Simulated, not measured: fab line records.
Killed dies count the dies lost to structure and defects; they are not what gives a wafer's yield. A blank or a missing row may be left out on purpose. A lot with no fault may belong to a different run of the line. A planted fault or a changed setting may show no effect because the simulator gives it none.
Matching of chambers    flow n5-finfet    N5_DUMMY_GATE_STRIP_48 on rie-diel-06 has 4 sister chambers
The step strips in N2/H2, time 20 s. 42 wafers are shown with their chamber, then 12 later ones without.

WAFERS, EACH WITH ITS CHAMBER
wafer   chamber  showerhead-plenum-p-Torr (Torr)  drypump-motor-current-A (A)  oes-product-au (a.u.)
L074.1  3        3.26                             5.96                         0.82
L074.2  0        3.20                             5.49                         0.71
L074.3  2        3.49                             5.89                         0.70
L076.3  2        3.49                             5.90                         0.71
L076.4  1        3.33                             6.20                         0.68
L076.5  0        3.20                             5.46                         0.70
L079.1  2        3.48                             5.87                         0.70
L079.2  0        3.20                             5.45                         0.70
L079.3  3        3.25                             5.99                         0.81
L079.4  0        3.20                             5.43                         0.70
L079.5  3        3.25                             6.02                         0.81
L079.6  2        3.48                             5.88                         0.70
L080.1  3        3.25                             6.00                         0.80
L080.2  2        3.48                             5.89                         0.69
L080.3  0        3.20                             5.46                         0.70
L080.4  3        3.25                             6.02                         0.80
L080.5  2        3.48                             5.88                         0.69
L080.6  0        3.20                             5.45                         0.70
L082.1  3        3.25                             5.96                         0.82
L082.2  2        3.48                             5.89                         0.69
L082.3  0        3.20                             5.43                         0.70
L082.4  1        3.32                             6.21                         0.99
L082.5  2        3.48                             5.92                         0.69
L082.6  3        3.25                             5.95                         0.81
L083.1  3        3.25                             6.05                         0.80
L083.3  1        3.32                             6.22                         0.97
L083.4  2        3.48                             5.89                         0.69
L085.1  3        3.25                             5.97                         0.79
L085.2  2        3.48                             5.89                         0.69
L085.3  0        3.19                             5.47                         0.69
L088.3  2        3.47                             5.87                         0.68
L088.4  1        3.32                             6.22                         0.95
L088.5  0        3.19                             5.46                         0.69
L089.1  2        3.47                             5.86                         0.68
L089.2  1        3.32                             6.23                         0.95
L089.3  0        3.19                             5.48                         0.70
L089.4  3        3.24                             5.96                         0.79
L089.5  3        3.24                             5.98                         0.79
L089.6  0        3.19                             5.46                         0.69
L090.1  3        3.24                             5.99                         0.79
L090.2  1        3.32                             6.25                         0.94
L090.3  0        3.19                             5.47                         0.69

SIGNATURES (averages over the wafers above)
reading                   chamber 0  chamber 1  chamber 2  chamber 3  scatter within a chamber
showerhead-plenum-p-Torr  3.1958     3.3217     3.4800     3.2483     0.00548
drypump-motor-current-A   5.4592     6.2217     5.8858     5.9875     0.0217
oes-product-au            0.6975     0.9133     0.6925     0.8025     0.0428
Rule: distance of a wafer from a chamber = root of the sum over the readings of ((wafer's reading minus chamber's mean) / reading's scatter) squared. The wafer belongs to the nearest chamber; if the next one is less than 2 further off, it can't be placed. The scatter: the root of (the sum of the squares of (reading less its chamber's mean) over the shown wafers, divided by (wafers less chambers)).

WAFERS WITHOUT THEIR CHAMBER
wafer   showerhead-plenum-p-Torr (Torr)  drypump-motor-current-A (A)  oes-product-au (a.u.)
L092.1  3.19                             5.47                         0.69
L092.2  3.32                             6.21                         0.93
L092.3  3.24                             5.99                         0.79
L092.4  3.47                             5.88                         0.68
L092.5  3.19                             5.44                         0.70
L092.6  3.32                             6.22                         0.93
L095.1  3.19                             5.48                         0.70
L095.4  3.24                             6.02                         0.78
L095.6  3.24                             6.01                         0.79
L097.2  3.31                             6.26                         0.91
L097.5  3.18                             5.48                         0.69
L097.6  3.31                             6.22                         0.91

EACH ONE'S CHAMBER
wafer   from the rows above  in truth
L092.1  0                    0
L092.2  1                    1
L092.3  3                    3
L092.4  2                    2
L092.5  0                    0
L092.6  1                    1
L095.1  0                    0
L095.4  3                    3
L095.6  3                    3
L097.2  1                    1
L097.5  0                    0
L097.6  1                    1
Correctly placed: 12 of 12. Number that these rows cannot place: 0. Wrongly placed: 0.
